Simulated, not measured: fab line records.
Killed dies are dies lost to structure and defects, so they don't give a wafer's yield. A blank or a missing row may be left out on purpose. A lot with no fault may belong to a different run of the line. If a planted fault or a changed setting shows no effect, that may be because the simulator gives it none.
Chamber matching    flow n5 finfet    4 sister chambers for N5_BEOL_M5_DESCUM_33 on rie diel-05
The step chemistry O2, time 7 s. 22 wafers are shown with their chamber, then 11 later ones without.

WAFERS WITH THEIR CHAMBER
wafer   chamber  drypump motor current A (A)  showerhead plenum p Torr (Torr)  throttle valve pct (%)
L074.1  3        5.2                          2.14                             20.38
L074.2  1        5.8                          2.15                             20.54
L074.4  0        6.0                          2.12                             20.29
L077.1  2        5.1                          2.21                             20.34
L077.2  1        5.8                          2.15                             20.56
L077.5  1        5.8                          2.15                             20.56
L078.2  3        5.2                          2.14                             20.39
L078.3  1        5.8                          2.15                             20.58
L078.5  3        5.2                          2.14                             20.40
L083.1  1        5.8                          2.14                             20.58
L083.2  3        5.2                          2.13                             20.41
L083.5  1        5.8                          2.14                             20.58
L084.2  0        6.1                          2.11                             20.30
L084.4  2        5.1                          2.21                             20.35
L084.5  3        5.2                          2.13                             20.42
L085.1  2        5.1                          2.21                             20.36
L085.3  1        5.8                          2.14                             20.58
L085.5  0        6.0                          2.11                             20.31
L087.1  3        5.2                          2.13                             20.42
L087.4  1        5.9                          2.14                             20.57
L087.5  1        5.8                          2.14                             20.60
L089.3  2        5.1                          2.21                             20.38

SIGNATURES (averages over the wafers above)
reading                   chamber 0  chamber 1  chamber 2  chamber 3  scatter within a chamber
drypump motor current A   6.033      5.811      5.100      5.200      0.0294
showerhead plenum p Torr  2.1133     2.1444     2.2100     2.1350     0.00494
throttle valve pct        20.3000    20.5722    20.3575    20.4033    0.0163
Rule: for a wafer and a chamber, the distance is found by dividing, reading by reading, the gap between the wafer's reading and the chamber's mean by the reading's scatter, squaring, summing and taking the root. If the next closest chamber is less than 2 further off than the closest, the wafer can't be placed; otherwise it belongs to the closest. How the scatter is found: for the shown wafers, subtract from each reading the mean of its chamber, square and add these, divide the total by (wafers less chambers), then take the root.

WAFERS WHOSE CHAMBER IS MISSING
wafer   drypump motor current A (A)  showerhead plenum p Torr (Torr)  throttle valve pct (%)
L089.4  5.2                          2.13                             20.43
L089.6  5.1                          2.21                             20.37
L091.2  5.8                          2.14                             20.59
L091.3  6.0                          2.11                             20.32
L091.5  5.2                          2.13                             20.42
L092.2  5.2                          2.13                             20.44
L092.4  5.9                          2.14                             20.60
L092.5  6.0                          2.10                             20.32
L093.1  5.8                          2.14                             20.59
L093.5  5.1                          2.20                             20.39
L093.6  5.9                          2.14                             20.61

EACH ONE'S CHAMBER
wafer   from the rows above  in truth
L089.4  3                    3
L089.6  2                    2
L091.2  1                    1
L091.3  0                    0
L091.5  3                    3
L092.2  3                    3
L092.4  1                    1
L092.5  0                    0
L093.1  1                    1
L093.5  2                    2
L093.6  1                    1
Placed correctly: 11 of 11. From these rows, 0 cannot be placed. 0 placed wrongly.
